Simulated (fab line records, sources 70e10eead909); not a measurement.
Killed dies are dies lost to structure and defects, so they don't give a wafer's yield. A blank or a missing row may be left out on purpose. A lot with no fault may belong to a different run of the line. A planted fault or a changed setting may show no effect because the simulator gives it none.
A struck lot beside a sound one + flow nand-harc + 14 steps out of a route of 1159
Sound: wafers L329.1, L329.4, L329.5. Wafers struck: L343.1, L343.2, L343.6. The cause comes at the end.
Order at every step that has rows: each side's tool, ch and its chambers, its first start. Under that, the readings that differ: sound wafers + struck wafers + difference of the means + sigmas: that difference in standard deviations of wafers without a fault.
alike: same words and numbers on both sides, and readings whose means sit less than 2 such deviations apart. not compared: any withheld reading, any reading some wafer has no value for, any bound like >300 that may hide the same value, and any number with overlapping values for which the record gives no deviation.
The two part at a step that has a row with sigmas, a row that says differs or no value, or rows on one side only. When numbers do not overlap yet have no deviation, they are printed without sigmas and do not part them. A reading missing from all wafers of one side parts the sides only when that side holds two or more wafers.

first, 2 steps without rows for these wafers: NHARC_A_M1_DEGAS_29 (time 60 s); NHARC_A_M1_PRE_CLEAN_30 (time 30 s).
NHARC_A_M1_PVD_20: deposits TaN, target thk 5 nm, time 8.06 s.
  sound on pvd-sputter-02; struck on pvd-sputter-01
  alike: throttle-valve-pct
then, 2 steps without rows for these wafers: NHARC_A_M1_PVD_21 (deposits Cu, target thk 30 nm, time 20.49 s); NHARC_A_M1_ECD_22 (material Cu, target thk 400 nm).
NHARC_A_M1_ANNEAL_31: time 90 s.
  sound on rtp-anneal-01 ch 0, day 18 06:59; struck on rtp-anneal-02 ch 0, day 21 23:31
  alike: wafer_temp_C_max
NHARC_A_M1_CMP_23: polishes, t overpolish 20 s, target thk 154.34 nm.
  sound on cmp-04 ch 0,1,2, day 18 07:22; struck on cmp-04 ch 1,2, day 21 23:52
  alike: motor-current-A, time-to-endpoint-s
NHARC_A_M1_THK_MEAS_24: measures by xrf.
  struck on film-metro-02, day 22 00:11; sound on film-metro-01, day 18 07:39
  alike: thk-nm
after that, 1 step had no rows for these wafers: NHARC_A_M1_SRD_25.
NHARC_A_M1_INSPECT_27:
  struck on defect-inspect-02, day 22 00:20; sound on defect-inspect-01, day 18 07:48
  alike: raw-defect-count
NHARC_A_M1_PRE_CLEAN_32: time 12 s.
  sound on pecvd-02 ch 0,2, day 18 08:15; struck on pecvd-04 ch 0,1,2, day 22 00:25
  alike: heater-power-w
NHARC_A_M1_DEP_33: deposits SiCN, target thk 30 nm.
  sound on pecvd-02 ch 0,2, day 18 08:23; struck on pecvd-04 ch 0,1,2, day 22 00:32
  no value came back on the struck wafers for chamber-pressure-Torr (Torr), heater-power-outer-w (W), heater-power-w (W); on the sound wafers chamber-pressure-Torr (Torr) reads 3.013 3.003 2.986
NHARC_A_BONDPAD_DEP_00: deposits SiCN, target thk 250 nm.
  sound on pecvd-02 ch 0,1,2; struck on pecvd-02 ch 0,1, day 22 01:06
  alike: chamber-pressure-Torr, heater-power-outer-w, heater-power-w
NHARC_END_SORT_01:
  sound on prober-01 ch 0, day 20 00:38; struck on prober-02 ch 0, day 23 18:37
| reading                  | sound          | struck         | difference | sigmas |
|--------------------------|----------------|----------------|------------|--------|
| defect-limited-yield (%) | 98.7 97.3 96.5 | 92.9 92.6 93.6 | -4.5       | -3     |
| killed-at-array          | 5 14 20        | 44 49 43       | +32        | +3     |
| killed-dies              | 9 18 24        | 48 50 43       | +30        | +3     |
| sort_bin_2_pct (%)       | 0.4 0.9 0.9    | 2.7 1.9 2.7    | +1.7       | +2     |
| sort_bin_4_pct (%)       | 0.7 1.5 2.7    | 4.0 4.7 3.5    | +2.4       | +2     |
| sort-n-pass              | 668 659 653    | 629 627 634    | -30        | -3     |
| sort-yield-pct (%)       | 98.7 97.3 96.5 | 92.9 92.6 93.6 | -4.5       | -3     |
  alike: killed-at-other, killed-at-periphery, killed-open, killed-short, sort_bin_3_pct, sort-rim-yield-pct

== WHERE THEY PART ==
Earliest at NHARC_A_M1_DEP_33; latest, in this record, at NHARC_END_SORT_01.

WHY: what had been put in by the simulator
Entire step skipped (pecvd-04, NHARC_A_M1_DEP_33), from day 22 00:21 onward. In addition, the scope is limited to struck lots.
